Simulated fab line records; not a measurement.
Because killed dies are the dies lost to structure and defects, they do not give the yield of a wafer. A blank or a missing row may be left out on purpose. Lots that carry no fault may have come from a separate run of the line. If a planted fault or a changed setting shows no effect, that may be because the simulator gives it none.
Chamber matching + flow nand harc + NHARC_P_M1_PRE_CLEAN_32 on pecvd-01: 3 sister chambers
The step time 12 s. 3 wafers are shown with their chamber, then 7 later ones without.

== WAFERS PAIRED WITH THEIR CHAMBERS ==
| wafer  | chamber | heater power w (W) |
|--------|---------|--------------------|
| L084.2 | 1       | 647                |
| L095.1 | 2       | 521                |
| L095.2 | 0       | 602                |

== WAFERS WITHOUT THEIR CHAMBER ==
| wafer  | heater power w (W) |
|--------|--------------------|
| L095.5 | 673                |
| L094.1 | 711                |
| L094.4 | 460                |
| L094.6 | 621                |
| L097.1 | 655                |
| L097.2 | 625                |
| L097.4 | 515                |

== WHICH CHAMBER EACH ONE RAN IN ==
| wafer  | from the rows above     | in truth |
|--------|-------------------------|----------|
| L095.5 | can't be placed: 1 or 0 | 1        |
| L094.1 | can't be placed: 1 or 0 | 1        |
| L094.4 | 2                       | 2        |
| L094.6 | can't be placed: 0 or 1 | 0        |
| L097.1 | can't be placed: 1 or 0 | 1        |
| L097.2 | can't be placed: 1 or 0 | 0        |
| L097.4 | 2                       | 2        |
Correct placement for 2 of the 7. Not placeable from these rows: 5 (in 5, the candidates include the true chamber). Wrongly placed: 0.
How it was worked out, from the rows above alone: a wafer's distance from a chamber is the root of the sum, over the readings, of the square of ((its reading less the chamber's mean) divided by the reading's scatter). The wafer belongs to the nearest chamber; if the next one is less than 2 further off, it can't be placed. Each chamber's mean is taken over the wafers shown for it. The scatter (one wafer shown for each chamber): square how far every hidden wafer sits from the nearest shown wafer, average those squares and take the square root.
